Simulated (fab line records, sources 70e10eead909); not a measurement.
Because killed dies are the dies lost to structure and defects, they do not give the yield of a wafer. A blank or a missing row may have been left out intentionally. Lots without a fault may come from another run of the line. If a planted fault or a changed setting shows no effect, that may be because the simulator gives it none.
Which tool was responsible?	flow nand_harc	72 wafers from 24 lots sampled at 6 of the route's 1302 steps

WHAT THE GAUGES SHOWED, per wafer
NHARC_A_SLIT_INSPECT_11. Usual: raw_defect_count 58, standard deviation 32.
lot	measured	on	raw_defect_count	flag
L074	day 20 04:17	defect_inspect-02	15 20 24	
L075	day 20 02:08	defect_inspect-02	67 66 62	
L076	day 20 00:29	defect_inspect-01	88 65 67	
L078	day 22 04:07	defect_inspect-01	112 90 97	
L077	day 22 10:34	defect_inspect-02	27 15 27	
L079	day 22 06:01	defect_inspect-01	50 60 69	
L080	day 22 16:29	defect_inspect-01	112 108 130	
L081	day 22 10:25	defect_inspect-01	29 19 19	
L082	day 23 05:17	defect_inspect-02	116 120 106	
L083	day 23 21:50	defect_inspect-01	67 70 79	
L084	day 24 14:36	defect_inspect-01	62 44 54	
L085	day 25 02:32	defect_inspect-01	46 32 46	
L087	day 25 15:59	defect_inspect-01	77 67 78	
L088	day 25 16:51	defect_inspect-01	63 68 61	
L086	day 25 20:37	defect_inspect-01	60 97 72	
L089	day 25 16:14	defect_inspect-01	50 28 38	
L090	day 25 19:40	defect_inspect-02	58 51 56	
L092	day 26 20:07	defect_inspect-01	27 20 19	
L091	day 27 02:54	defect_inspect-01	103 77 92	
L093	day 27 14:56	defect_inspect-01	28 26 29	
L094	day 27 13:43	defect_inspect-02	88 76 86	
L096	day 29 00:20	defect_inspect-02	17 14 13	
L095	day 28 21:59	defect_inspect-01	62 67 55	
L097	day 29 14:39	defect_inspect-01	10 12 13	

TOOL THAT RAN EACH LOT (tool first, then ch and the chambers of the sampled wafers, then the start)
lot	NHARC_A_STAIRCASE_HM_OPEN_460	NHARC_A_STAIRCASE_ETCH_452	NHARC_A_STAIRCASE_ETCHBACK_416	NHARC_A_STAIRCASE_DEP_325	NHARC_A_SLIT_DEP_25
L074	rie_diel-01 ch 0,1,3, day 18 19:37 or earlier	rie_diel-01 ch 0,1,3, day 18 19:37 or earlier	rie_diel-03 ch 0,1, day 18 19:37 or earlier	pecvd-04 ch 0,1,2, day 18 19:37	pecvd-02 ch 0,1,2, day 19 19:58
L075	rie_diel-13 ch 0,2,3, day 18 19:16 or earlier	rie_diel-13 ch 1,2,3, day 18 19:16 or earlier	rie_diel-01 ch 0,1, day 18 19:16 or earlier	pecvd-03 ch 0,2, day 18 19:16	pecvd-03 ch 0,1, day 19 19:29
L076	rie_diel-01 ch 2,3, day 18 19:16 or earlier	rie_diel-01 ch 1,2,3, day 18 19:16 or earlier	rie_diel-13 ch 1,2,3, day 18 19:16 or earlier	pecvd-01 ch 1,2, day 18 19:16	pecvd-03 ch 1,2, day 19 19:18
L078	rie_diel-01 ch 1,2, day 20 22:14 or earlier	rie_diel-01 ch 1,2,3, day 20 22:14 or earlier	rie_diel-13 ch 0,1,3, day 20 22:14 or earlier	pecvd-04 ch 0,2, day 20 22:14	pecvd-03 ch 1,2, day 21 23:22
L077	rie_diel-13 ch 0,1, day 20 22:33 or earlier	rie_diel-13 ch 0,1,2, day 20 22:33 or earlier	rie_diel-13 ch 1,2, day 20 22:33 or earlier	pecvd-03 ch 0,1,2, day 20 22:33	pecvd-02 ch 0,1,2, day 22 05:47
L079	rie_diel-03 ch 0,1, day 20 22:14 or earlier	rie_diel-03 ch 2,3, day 20 22:14 or earlier	rie_diel-03 ch 0,1, day 20 22:14 or earlier	pecvd-01 ch 0,1, day 20 22:14	pecvd-02 ch 0,1,2, day 21 23:35
L080	rie_diel-03 ch 1,2, day 21 04:53 or earlier	rie_diel-03 ch 1,2, day 21 04:53 or earlier	rie_diel-03 ch 0,2,3, day 21 04:53 or earlier	pecvd-01 ch 0,1, day 21 04:53	pecvd-03 ch 1,2, day 22 10:49
L081	rie_diel-01 ch 0,1,2, day 21 04:54 or earlier	rie_diel-01 ch 1,2, day 21 04:54 or earlier	rie_diel-01 ch 1,3, day 21 04:54 or earlier	pecvd-03 ch 0,2, day 21 04:54	pecvd-03 ch 0,1,2, day 22 05:37
L082	rie_diel-01 ch 1,3, day 20 16:32 or earlier	rie_diel-01 ch 1,2, day 20 16:32 or earlier	rie_diel-03 ch 1,2,3, day 20 16:32	pecvd-03 ch 0,1, day 21 21:21	pecvd-01 ch 0,1,2, day 23 00:26
L083	rie_diel-03 ch 2,3, day 22 14:51 or earlier	rie_diel-03 ch 1,2, day 22 14:51 or earlier	rie_diel-13 ch 0,2, day 22 14:51 or earlier	pecvd-03 ch 1,2, day 22 14:51	pecvd-03 ch 0,1,2, day 23 15:43
L084	rie_diel-01 ch 1,2, day 23 03:10 or earlier	rie_diel-01 ch 1,2,3, day 23 03:10 or earlier	rie_diel-03 ch 0,1, day 23 03:10 or earlier	pecvd-04 ch 0,1,2, day 23 03:10	pecvd-02 ch 0,2, day 24 03:46
L085	rie_diel-01 ch 0,1,2, day 23 16:25 or earlier	rie_diel-01 ch 0,3, day 23 16:25 or earlier	rie_diel-13 ch 0,1, day 23 16:25 or earlier	pecvd-04 ch 0,1, day 23 16:25	pecvd-03 ch 0,1, day 24 19:11
L087	rie_diel-03 ch 0,3, day 24 11:55 or earlier	rie_diel-03 ch 1,2,3, day 24 11:55 or earlier	rie_diel-01 ch 0,3, day 24 11:55 or earlier	pecvd-01 ch 0,1, day 24 11:55	pecvd-02 ch 0,2, day 25 11:04
L088	rie_diel-01 ch 1,2,3, day 24 12:32 or earlier	rie_diel-01 ch 1,2,3, day 24 12:32 or earlier	rie_diel-13 ch 0,1,2, day 24 12:32 or earlier	pecvd-03 ch 0, day 24 12:32	pecvd-03 ch 0,1,2, day 25 11:05
L086	rie_diel-03 ch 0,2,3, day 24 11:55 or earlier	rie_diel-03 ch 0,3, day 24 11:55 or earlier	rie_diel-01 ch 0,3, day 24 11:55 or earlier	pecvd-04 ch 1,2, day 24 11:55	pecvd-01 ch 0,2, day 25 14:45
L089	rie_diel-03 ch 0,3, day 24 11:55 or earlier	rie_diel-03 ch 0,1, day 24 11:55 or earlier	rie_diel-03 ch 1,2,3, day 24 11:55 or earlier	pecvd-03 ch 0,2, day 24 11:55	pecvd-01 ch 0,1,2, day 25 11:07
L090	rie_diel-01 ch 0,2,3, day 24 17:19 or earlier	rie_diel-01 ch 0,1,3, day 24 17:19 or earlier	rie_diel-01 ch 1,2,3, day 24 17:19 or earlier	pecvd-04 ch 0,1, day 24 17:19	pecvd-01 ch 0,2, day 25 14:34
L092	rie_diel-13 ch 1,2,3, day 25 10:14 or earlier	rie_diel-13 ch 0,2,3, day 25 10:14 or earlier	rie_diel-03 ch 0,1,3, day 25 10:14 or earlier	pecvd-01 ch 0,2, day 25 10:14	pecvd-01 ch 0,1, day 26 11:21
L091	rie_diel-01 ch 1,2, day 25 17:37 or earlier	rie_diel-01 ch 1,3, day 25 17:37 or earlier	rie_diel-03 ch 0,3, day 25 17:37 or earlier	pecvd-03 ch 1,2, day 25 17:37	pecvd-02 ch 0,1, day 26 16:38
L093	rie_diel-03 ch 0,1, day 26 07:58 or earlier	rie_diel-03 ch 0,1,2, day 26 07:58 or earlier	rie_diel-01 ch 0,3, day 26 07:58 or earlier	pecvd-01 ch 0,1, day 26 07:58	pecvd-03 ch 0,1,2, day 27 09:04
L094	rie_diel-13 ch 1,2,3, day 26 07:52 or earlier	rie_diel-13 ch 0,1,2, day 26 07:52 or earlier	rie_diel-01 ch 0,1, day 26 07:52 or earlier	pecvd-04 ch 0,1, day 26 07:52	pecvd-01 ch 0,1, day 27 08:55
L096	rie_diel-13 ch 0,3, day 27 15:22 or earlier	rie_diel-13 ch 0,1,3, day 27 15:22 or earlier	rie_diel-03 ch 0,1,2, day 27 15:22 or earlier	pecvd-03 ch 1,2, day 27 15:22	pecvd-01 ch 0,1,2, day 28 16:03
L095	rie_diel-03 ch 0,1, day 27 15:31 or earlier	rie_diel-03 ch 0,1,2, day 27 15:31 or earlier	rie_diel-13 ch 1,2, day 27 15:31 or earlier	pecvd-01 ch 0,1,2, day 27 15:31	pecvd-02 ch 0,1,2, day 28 16:07
L097	rie_diel-13 ch 0,1, day 28 09:35 or earlier	rie_diel-13 ch 0,2,3, day 28 09:35 or earlier	rie_diel-01 ch 0,1,3, day 28 09:35 or earlier	pecvd-04 ch 0,1, day 28 09:35	pecvd-01 ch 0,1,2, day 29 08:22
- NHARC_A_STAIRCASE_HM_OPEN_460: chemistry O2/COS.
- NHARC_A_STAIRCASE_ETCH_452: etches the open film in CF4/O2, target depth 30 nm, overetch 3 nm, time 16.5 s.
- NHARC_A_STAIRCASE_ETCHBACK_416: etches the open film in C4F8/O2/Ar, target depth 36 nm, time 7.2 s.
- NHARC_A_STAIRCASE_DEP_325: deposits SiO2, target thk 7200 nm.
- NHARC_A_SLIT_DEP_25: deposits SiO2, target thk 200 nm.

AS READ BY THE TOOLS THEMSELVES (means over the sampled wafers that have a number; for cases with no such wafer, the mark the record gives instead)
NHARC_A_STAIRCASE_HM_OPEN_460. Usual: drypump_motor_current_A 5.8 A, standard deviation 0.32; oes_product_au 0.997 a.u., standard deviation 0.012; rf_vpp_V 466.9 V, standard deviation 2.9; showerhead_plenum_p_Torr 3.11 Torr, standard deviation 0.13; throttle_valve_pct 28.331 %, standard deviation 0.0091.
lot	tool	drypump_motor_current_A (A)	oes_product_au (a.u.)	rf_vpp_V (V)	showerhead_plenum_p_Torr (Torr)	throttle_valve_pct (%)	flag
L074	rie_diel-01	6.0	0.985	466.9	3.11	28.330	
L075	rie_diel-13	5.7	0.995	467.8	3.16	28.329	
L076	rie_diel-01	6.1	0.995	464.9	3.03	28.328	
L078	rie_diel-01	5.8	0.988	466.8	3.11	28.334	
L077	rie_diel-13	5.7	0.996	469.9	3.22	28.327	
L079	rie_diel-03	5.9	1.012	466.7	3.06	28.320	
L080	rie_diel-03	5.9	1.007	465.4	3.08	28.314	
L081	rie_diel-01	5.8	0.995	467.7	3.14	28.337	
L082	rie_diel-01	5.9	1.004	466.9	3.12	28.328	
L083	rie_diel-03	5.7	0.998	465.0	2.97	28.331	
L084	rie_diel-01	5.9	0.992	466.7	3.10	28.328	
L085	rie_diel-01	5.9	0.998	467.9	3.13	28.333	
L087	rie_diel-03	5.9	1.004	469.7	3.23	28.326	
L088	rie_diel-01	6.0	1.006	465.9	3.06	28.325	
L086	rie_diel-03	5.9	1.003	465.9	3.09	28.327	
L089	rie_diel-03	5.9	1.006	469.6	3.23	28.333	
L090	rie_diel-01	6.0	0.992	464.7	3.04	28.332	
L092	rie_diel-13	5.6	1.001	468.2	3.14	28.331	
L091	rie_diel-01	5.8	1.001	466.0	3.10	28.332	
L093	rie_diel-03	6.0	1.014	469.6	3.27	28.341	
L094	rie_diel-13	5.6	0.987	467.7	3.14	28.330	
L096	rie_diel-13	5.6	0.995	466.1	3.10	28.332	
L095	rie_diel-03	6.0	0.990	471.4	3.27	28.337	
L097	rie_diel-13	5.8	0.991	468.5	3.19	28.333	

NHARC_A_STAIRCASE_ETCH_452. Usual: drypump_motor_current_A 5.8 A, standard deviation 0.32; oes_product_au 0.997 a.u., standard deviation 0.011; rf_vpp_V 197.4 V, standard deviation 1.4; showerhead_plenum_p_Torr 1.32 Torr, standard deviation 0.058; throttle_valve_pct 13.398 %, standard deviation 0.0093.
lot	tool	drypump_motor_current_A (A)	oes_product_au (a.u.)	rf_vpp_V (V)	showerhead_plenum_p_Torr (Torr)	throttle_valve_pct (%)	flag
L074	rie_diel-01	6.0	0.990	198.2	1.33	13.394	
L075	rie_diel-13	5.5	0.999	197.7	1.36	13.403	
L076	rie_diel-01	6.0	0.993	197.2	1.32	13.393	
L078	rie_diel-01	5.9	0.998	197.1	1.31	13.402	
L077	rie_diel-13	5.8	0.993	198.3	1.39	13.392	
L079	rie_diel-03	5.9	1.005	195.5	1.26	13.399	
L080	rie_diel-03	5.8	1.010	197.4	1.31	13.401	
L081	rie_diel-01	5.8	1.002	198.3	1.33	13.397	
L082	rie_diel-01	5.8	0.999	197.4	1.33	13.396	
L083	rie_diel-03	5.9	1.007	197.7	1.31	13.390	
L084	rie_diel-01	5.9	0.994	196.9	1.31	13.398	
L085	rie_diel-01	6.0	0.990	197.2	1.31	13.404	
L087	rie_diel-03	5.7	1.002	196.8	1.29	13.400	
L088	rie_diel-01	6.0	0.994	196.9	1.31	13.396	
L086	rie_diel-03	5.6	1.012	196.9	1.33	13.397	
L089	rie_diel-03	5.9	1.008	197.6	1.37	13.404	
L090	rie_diel-01	6.0	0.994	197.9	1.32	13.403	
L092	rie_diel-13	5.7	0.992	197.7	1.34	13.395	
L091	rie_diel-01	6.1	0.998	196.8	1.29	13.392	
L093	rie_diel-03	6.0	0.999	196.4	1.34	13.389	
L094	rie_diel-13	5.8	0.996	198.0	1.38	13.394	
L096	rie_diel-13	5.5	0.987	197.9	1.33	13.402	
L095	rie_diel-03	6.0	0.997	198.0	1.34	13.392	
L097	rie_diel-13	5.7	0.993	197.2	1.34	13.416	

NHARC_A_STAIRCASE_ETCHBACK_416. Usual: oes_product_au 0.94 a.u., standard deviation 0.032; rf_vpp_V 723 V, standard deviation 4.7.
lot	tool	oes_product_au (a.u.)	rf_vpp_V (V)	flag
L074	rie_diel-03	0.93	720	
L075	rie_diel-01	0.92	725	
L076	rie_diel-13	0.92	724	
L078	rie_diel-13	0.92	724	
L077	rie_diel-13	0.93	727	
L079	rie_diel-03	0.93	718	
L080	rie_diel-03	0.93	717	
L081	rie_diel-01	0.93	721	
L082	rie_diel-03	1.00	720	
L083	rie_diel-13	0.92	729	
L084	rie_diel-03	0.93	727	
L085	rie_diel-13	0.91	725	
L087	rie_diel-01	0.91	721	
L088	rie_diel-13	0.99	726	
L086	rie_diel-01	0.92	719	
L089	rie_diel-03	0.93	720	
L090	rie_diel-01	0.92	721	
L092	rie_diel-03	0.93	724	
L091	rie_diel-03	0.93	722	
L093	rie_diel-01	1.00	721	
L094	rie_diel-01	1.00	725	
L096	rie_diel-03	0.91	724	
L095	rie_diel-13	0.92	727	
L097	rie_diel-01	0.93	722	

NHARC_A_STAIRCASE_DEP_325. Usual: heater_power_w 683 W, standard deviation 88.
lot	tool	heater_power_w (W)	flag
L074	pecvd-04	752	
L075	pecvd-03	644	
L076	pecvd-01	696	
L078	pecvd-04	734	
L077	pecvd-03	611	
L079	pecvd-01	642	
L080	pecvd-01	618	
L081	pecvd-03	617	
L082	pecvd-03	709	
L083	pecvd-03	601	
L084	pecvd-04	702	
L085	pecvd-04	734	
L087	pecvd-01	603	
L088	pecvd-03	626	
L086	pecvd-04	740	
L089	pecvd-03	664	
L090	pecvd-04	747	
L092	pecvd-01	687	
L091	pecvd-03	589	
L093	pecvd-01	617	
L094	pecvd-04	739	
L096	pecvd-03	623	
L095	pecvd-01	665	
L097	pecvd-04	728	

NHARC_A_SLIT_DEP_25. Usual: heater_power_w 559 W, standard deviation 63; throttle_valve_pct 16.2 %, standard deviation 0.65.
lot	tool	heater_power_w (W)	throttle_valve_pct (%)	flag
L074	pecvd-02	514	16.4	
L075	pecvd-03	608	16.2	
L076	pecvd-03	578	15.4	
L078	pecvd-03	540	16.0	
L077	pecvd-02	589	16.4	
L079	pecvd-02	539	16.6	
L080	pecvd-03	602	16.0	
L081	pecvd-03	598	16.0	
L082	pecvd-01	581	16.0	
L083	pecvd-03	572	15.9	
L084	pecvd-02	593	16.4	
L085	pecvd-03	562	15.9	
L087	pecvd-02	577	16.2	
L088	pecvd-03	506	15.7	
L086	pecvd-01	545	15.9	
L089	pecvd-01	498	16.2	
L090	pecvd-01	555	16.6	
L092	pecvd-01	524	16.8	
L091	pecvd-02	589	16.0	
L093	pecvd-03	515	15.6	
L094	pecvd-01	555	16.8	
L096	pecvd-01	493	16.4	
L095	pecvd-02	571	15.9	
L097	pecvd-01	592	16.7	

THE ANSWER, worked out from the rows above alone
Rule: take the mean of a lot's wafers that have a number; if it is more than 3 standard deviations from the usual mean, the lot is off. Also off: a lot with no number at a reading for which 4 or more lots have one. Any other lot the step has rows for is counted as sound. Order of review: gauges by route order, followed by the tools' own readings, for which a lot's mean as printed above is used. The first step at which some lot is off is used, and at that step the reading that is off furthest; a lot without a number counts as furthest.
None of the lots is off at any reading shown; this tells nothing.

WHAT THE SIMULATOR PUT IN
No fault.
